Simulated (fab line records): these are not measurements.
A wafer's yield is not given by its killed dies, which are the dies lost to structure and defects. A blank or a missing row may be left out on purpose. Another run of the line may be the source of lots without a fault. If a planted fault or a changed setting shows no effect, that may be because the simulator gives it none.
Which tool was responsible? || flow n5_finfet || Sampling: 24 lots, 72 wafers, 2 of 1938 route steps

== WHAT THE GAUGES SHOWED, per wafer ==
N5_BEOL_M5_CD_MEAS_28: target cd 30.6 nm, target cd y 20 nm.
{"lot": "L074", "measured": "day 9 11:03", "on": "cd_sem-02", "cd_nm (nm)": "30.44 30.57 30.59"}
{"lot": "L075", "measured": "day 9 23:42", "on": "cd_sem-03", "cd_nm (nm)": "30.82 30.68 30.70"}
{"lot": "L077", "measured": "day 10 08:37", "on": "cd_sem-03", "cd_nm (nm)": "30.28 30.15 30.27"}
{"lot": "L076", "measured": "day 10 17:28", "on": "cd_sem-03", "cd_nm (nm)": "30.84 30.71 30.22"}
{"lot": "L078", "measured": "day 11 03:59", "on": "cd_sem-03", "cd_nm (nm)": "30.74 30.35 30.43"}
{"lot": "L079", "measured": "day 11 16:46", "on": "cd_sem-03", "cd_nm (nm)": "30.98 30.57 31.01"}
{"lot": "L080", "measured": "day 11 22:20", "on": "cd_sem-03", "cd_nm (nm)": "30.49 30.31 30.09"}
{"lot": "L081", "measured": "day 13 08:46", "on": "cd_sem-03", "cd_nm (nm)": "31.16 30.82 31.05"}
{"lot": "L083", "measured": "day 14 05:38", "on": "cd_sem-01", "cd_nm (nm)": "30.58 30.36 30.48"}
{"lot": "L084", "measured": "day 14 13:17", "on": "cd_sem-01", "cd_nm (nm)": "30.99 30.90 30.18"}
{"lot": "L085", "measured": "day 14 18:15", "on": "cd_sem-01", "cd_nm (nm)": "30.33 30.92 30.52"}
{"lot": "L086", "measured": "day 15 05:46", "on": "cd_sem-02", "cd_nm (nm)": "30.35 30.50 30.27"}
{"lot": "L087", "measured": "day 15 16:08", "on": "cd_sem-02", "cd_nm (nm)": "30.32 30.72 30.73"}
{"lot": "L090", "measured": "day 15 18:41", "on": "cd_sem-01", "cd_nm (nm)": "30.56 30.71 30.54"}
{"lot": "L088", "measured": "day 16 00:21", "on": "cd_sem-02", "cd_nm (nm)": "30.77 30.35 30.56"}
{"lot": "L097", "measured": "day 16 11:53", "on": "cd_sem-02", "cd_nm (nm)": "30.79 30.76 30.68"}
{"lot": "L095", "measured": "day 16 15:20", "on": "cd_sem-02", "cd_nm (nm)": "30.96 30.84 30.93"}
{"lot": "L091", "measured": "day 16 20:58", "on": "cd_sem-03", "cd_nm (nm)": "30.63 30.65 30.62"}
{"lot": "L092", "measured": "day 17 05:08", "on": "cd_sem-02", "cd_nm (nm)": "30.61 30.77 30.89"}
{"lot": "L094", "measured": "day 17 13:58", "on": "cd_sem-03", "cd_nm (nm)": "30.56 30.70 31.00"}
{"lot": "L089", "measured": "day 17 14:12", "on": "cd_sem-02", "cd_nm (nm)": "30.70 31.12 30.69"}
{"lot": "L093", "measured": "day 17 13:47", "on": "cd_sem-01", "cd_nm (nm)": "30.89 30.93 30.91"}
{"lot": "L082", "measured": "day 18 00:07", "on": "cd_sem-03", "cd_nm (nm)": "30.55 30.56 30.60"}
{"lot": "L096", "measured": "day 18 00:11", "on": "cd_sem-03", "cd_nm (nm)": "30.34 30.67 30.71"}

== TOOL THAT RAN EACH LOT (tool first, then ch and the chambers of the sampled wafers, then the start) ==
{"lot": "L074", "N5_BEOL_M5_STRIP_19": "rie_diel-01 ch 0,1,3, day 9 07:50"}
{"lot": "L075", "N5_BEOL_M5_STRIP_19": "rie_diel-01 ch 1,3, day 9 21:58"}
{"lot": "L077", "N5_BEOL_M5_STRIP_19": "rie_diel-06 ch 0,1,2, day 10 07:05"}
{"lot": "L076", "N5_BEOL_M5_STRIP_19": "rie_diel-06 ch 1,2, day 10 15:41"}
{"lot": "L078", "N5_BEOL_M5_STRIP_19": "rie_diel-06 ch 0,1,2, day 11 02:02"}
{"lot": "L079", "N5_BEOL_M5_STRIP_19": "rie_diel-03 ch 0,2,3, day 11 13:31"}
{"lot": "L080", "N5_BEOL_M5_STRIP_19": "rie_diel-03 ch 0,1,3, day 11 19:50"}
{"lot": "L081", "N5_BEOL_M5_STRIP_19": "rie_diel-01 ch 0,3, day 13 04:47"}
{"lot": "L083", "N5_BEOL_M5_STRIP_19": "rie_diel-06 ch 0,2, day 14 02:14"}
{"lot": "L084", "N5_BEOL_M5_STRIP_19": "rie_diel-06 ch 0,1,2, day 14 12:54"}
{"lot": "L085", "N5_BEOL_M5_STRIP_19": "rie_diel-03 ch 0,1,3, day 14 15:40"}
{"lot": "L086", "N5_BEOL_M5_STRIP_19": "rie_diel-03 ch 0,2,3, day 15 03:52"}
{"lot": "L087", "N5_BEOL_M5_STRIP_19": "rie_diel-03 ch 1,2, day 15 14:08"}
{"lot": "L090", "N5_BEOL_M5_STRIP_19": "rie_diel-06 ch 0,2,3, day 15 18:01"}
{"lot": "L088", "N5_BEOL_M5_STRIP_19": "rie_diel-06 ch 0,1, day 15 22:15"}
{"lot": "L097", "N5_BEOL_M5_STRIP_19": "rie_diel-01 ch 0,3, day 16 08:34"}
{"lot": "L095", "N5_BEOL_M5_STRIP_19": "rie_diel-06 ch 1,2, day 16 13:01"}
{"lot": "L091", "N5_BEOL_M5_STRIP_19": "rie_diel-06 ch 0,1,3, day 16 20:10"}
{"lot": "L092", "N5_BEOL_M5_STRIP_19": "rie_diel-01 ch 0,1,3, day 17 04:38"}
{"lot": "L094", "N5_BEOL_M5_STRIP_19": "rie_diel-01 ch 1,2, day 17 11:46"}
{"lot": "L089", "N5_BEOL_M5_STRIP_19": "rie_diel-06 ch 0,2,3, day 17 12:10"}
{"lot": "L093", "N5_BEOL_M5_STRIP_19": "rie_diel-01 ch 2,3, day 17 12:11"}
{"lot": "L082", "N5_BEOL_M5_STRIP_19": "rie_diel-03 ch 0,2, day 17 22:01"}
{"lot": "L096", "N5_BEOL_M5_STRIP_19": "rie_diel-01 ch 1,3, day 17 22:14"}
- N5_BEOL_M5_STRIP_19: strips in O2.

== AS READ BY THE TOOLS THEMSELVES (means over the sampled wafers that have a number; for cases with no such wafer, the mark the record gives instead) ==
N5_BEOL_M5_STRIP_19.
{"lot": "L074", "tool": "rie_diel-01", "drypump_motor_current_A (A)": 5.7, "o2_flow_sccm (sccm)": 224.9, "oes_product_au (a.u.)": 0.84, "rf_vpp_V (V)": 3.1, "showerhead_plenum_p_Torr (Torr)": 2.06, "throttle_valve_pct (%)": 16.68}
{"lot": "L075", "tool": "rie_diel-01", "drypump_motor_current_A (A)": 5.9, "o2_flow_sccm (sccm)": 224.5, "oes_product_au (a.u.)": 0.83, "rf_vpp_V (V)": 4.1, "showerhead_plenum_p_Torr (Torr)": 2.09, "throttle_valve_pct (%)": 16.66}
{"lot": "L077", "tool": "rie_diel-06", "drypump_motor_current_A (A)": 6.1, "o2_flow_sccm (sccm)": 225.8, "oes_product_au (a.u.)": 0.82, "rf_vpp_V (V)": 3.9, "showerhead_plenum_p_Torr (Torr)": 2.12, "throttle_valve_pct (%)": 16.65}
{"lot": "L076", "tool": "rie_diel-06", "drypump_motor_current_A (A)": 5.8, "o2_flow_sccm (sccm)": 225.5, "oes_product_au (a.u.)": 0.82, "rf_vpp_V (V)": 3.8, "showerhead_plenum_p_Torr (Torr)": 2.09, "throttle_valve_pct (%)": 16.62}
{"lot": "L078", "tool": "rie_diel-06", "drypump_motor_current_A (A)": 6.1, "o2_flow_sccm (sccm)": 225.1, "oes_product_au (a.u.)": 0.82, "rf_vpp_V (V)": 2.9, "showerhead_plenum_p_Torr (Torr)": 2.12, "throttle_valve_pct (%)": 16.66}
{"lot": "L079", "tool": "rie_diel-03", "drypump_motor_current_A (A)": 6.0, "o2_flow_sccm (sccm)": 224.9, "oes_product_au (a.u.)": 0.81, "rf_vpp_V (V)": 3.8, "showerhead_plenum_p_Torr (Torr)": 2.06, "throttle_valve_pct (%)": 16.65}
{"lot": "L080", "tool": "rie_diel-03", "drypump_motor_current_A (A)": 5.8, "o2_flow_sccm (sccm)": 225.8, "oes_product_au (a.u.)": 0.78, "rf_vpp_V (V)": 3.7, "showerhead_plenum_p_Torr (Torr)": 2.07, "throttle_valve_pct (%)": 16.64}
{"lot": "L081", "tool": "rie_diel-01", "drypump_motor_current_A (A)": 5.6, "o2_flow_sccm (sccm)": 224.3, "oes_product_au (a.u.)": 0.87, "rf_vpp_V (V)": 3.9, "showerhead_plenum_p_Torr (Torr)": 2.08, "throttle_valve_pct (%)": 16.60}
{"lot": "L083", "tool": "rie_diel-06", "drypump_motor_current_A (A)": 6.2, "o2_flow_sccm (sccm)": 224.1, "oes_product_au (a.u.)": 0.75, "rf_vpp_V (V)": 3.5, "showerhead_plenum_p_Torr (Torr)": 2.15, "throttle_valve_pct (%)": 16.71}
{"lot": "L084", "tool": "rie_diel-06", "drypump_motor_current_A (A)": 6.1, "o2_flow_sccm (sccm)": 224.9, "oes_product_au (a.u.)": 0.80, "rf_vpp_V (V)": 3.8, "showerhead_plenum_p_Torr (Torr)": 2.11, "throttle_valve_pct (%)": 16.70}
{"lot": "L085", "tool": "rie_diel-03", "drypump_motor_current_A (A)": 5.8, "o2_flow_sccm (sccm)": 224.6, "oes_product_au (a.u.)": 0.86, "rf_vpp_V (V)": 3.4, "showerhead_plenum_p_Torr (Torr)": 2.07, "throttle_valve_pct (%)": 16.51}
{"lot": "L086", "tool": "rie_diel-03", "drypump_motor_current_A (A)": 6.0, "o2_flow_sccm (sccm)": 224.3, "oes_product_au (a.u.)": 0.79, "rf_vpp_V (V)": 3.8, "showerhead_plenum_p_Torr (Torr)": 2.05, "throttle_valve_pct (%)": 16.70}
{"lot": "L087", "tool": "rie_diel-03", "drypump_motor_current_A (A)": 5.6, "o2_flow_sccm (sccm)": 224.2, "oes_product_au (a.u.)": 0.84, "rf_vpp_V (V)": 3.6, "showerhead_plenum_p_Torr (Torr)": 2.12, "throttle_valve_pct (%)": 16.49}
{"lot": "L090", "tool": "rie_diel-06", "drypump_motor_current_A (A)": 5.9, "o2_flow_sccm (sccm)": 225.5, "oes_product_au (a.u.)": 0.81, "rf_vpp_V (V)": 3.9, "showerhead_plenum_p_Torr (Torr)": 2.17, "throttle_valve_pct (%)": 16.52}
{"lot": "L088", "tool": "rie_diel-06", "drypump_motor_current_A (A)": 6.4, "o2_flow_sccm (sccm)": 225.8, "oes_product_au (a.u.)": 0.82, "rf_vpp_V (V)": 3.9, "showerhead_plenum_p_Torr (Torr)": 2.09, "throttle_valve_pct (%)": 16.71}
{"lot": "L097", "tool": "rie_diel-01", "drypump_motor_current_A (A)": 5.8, "o2_flow_sccm (sccm)": 225.1, "oes_product_au (a.u.)": 0.85, "rf_vpp_V (V)": 3.1, "showerhead_plenum_p_Torr (Torr)": 2.10, "throttle_valve_pct (%)": 16.61}
{"lot": "L095", "tool": "rie_diel-06", "drypump_motor_current_A (A)": 5.7, "o2_flow_sccm (sccm)": 225.5, "oes_product_au (a.u.)": 0.79, "rf_vpp_V (V)": 3.3, "showerhead_plenum_p_Torr (Torr)": 2.08, "throttle_valve_pct (%)": 16.69}
{"lot": "L091", "tool": "rie_diel-06", "drypump_motor_current_A (A)": 6.2, "o2_flow_sccm (sccm)": 224.9, "oes_product_au (a.u.)": 0.84, "rf_vpp_V (V)": 3.9, "showerhead_plenum_p_Torr (Torr)": 2.15, "throttle_valve_pct (%)": 16.54}
{"lot": "L092", "tool": "rie_diel-01", "drypump_motor_current_A (A)": 5.7, "o2_flow_sccm (sccm)": 225.3, "oes_product_au (a.u.)": 0.86, "rf_vpp_V (V)": 3.9, "showerhead_plenum_p_Torr (Torr)": 2.13, "throttle_valve_pct (%)": 16.61}
{"lot": "L094", "tool": "rie_diel-01", "drypump_motor_current_A (A)": 5.7, "o2_flow_sccm (sccm)": 224.7, "oes_product_au (a.u.)": 0.81, "rf_vpp_V (V)": 4.0, "showerhead_plenum_p_Torr (Torr)": 2.15, "throttle_valve_pct (%)": 16.82}
{"lot": "L089", "tool": "rie_diel-06", "drypump_motor_current_A (A)": 5.9, "o2_flow_sccm (sccm)": 225.0, "oes_product_au (a.u.)": 0.81, "rf_vpp_V (V)": 4.0, "showerhead_plenum_p_Torr (Torr)": 2.17, "throttle_valve_pct (%)": 16.54}
{"lot": "L093", "tool": "rie_diel-01", "drypump_motor_current_A (A)": 5.8, "o2_flow_sccm (sccm)": 224.1, "oes_product_au (a.u.)": 0.79, "rf_vpp_V (V)": 3.3, "showerhead_plenum_p_Torr (Torr)": 2.11, "throttle_valve_pct (%)": 16.83}
{"lot": "L082", "tool": "rie_diel-03", "drypump_motor_current_A (A)": 6.0, "o2_flow_sccm (sccm)": 224.6, "oes_product_au (a.u.)": 0.79, "rf_vpp_V (V)": 3.4, "showerhead_plenum_p_Torr (Torr)": 2.06, "throttle_valve_pct (%)": 16.83}
{"lot": "L096", "tool": "rie_diel-01", "drypump_motor_current_A (A)": 5.8, "o2_flow_sccm (sccm)": 225.3, "oes_product_au (a.u.)": 0.87, "rf_vpp_V (V)": 3.2, "showerhead_plenum_p_Torr (Torr)": 2.19, "throttle_valve_pct (%)": 16.60}

== THE ANSWER, worked out from the rows above alone ==
Rule: the usual values come from the lots themselves. Put in order of their means at a reading, lots are off if they are a third of the lots or fewer, leave a main group of 4 or more, and stand apart from it by a gap of 3 or more times the standard deviation of the main group's means; of several such gaps the widest counts. A main group is skipped when, at the precision printed for the reading in the tables above, its means are all equal. Also off: a lot with no number at a reading for which 4 or more lots have one. All remaining lots with rows at the step are treated as sound. After the gauges, taken in route order, come the tools' own readings; for these a lot's mean is taken, as printed above. The first step at which some lot is off is used, and at that step the reading that is off furthest; a lot without a number counts as furthest.
No lot is off on any of the readings shown, so nothing can be concluded from this.

== WHAT HAD BEEN PUT IN BY THE SIMULATOR ==
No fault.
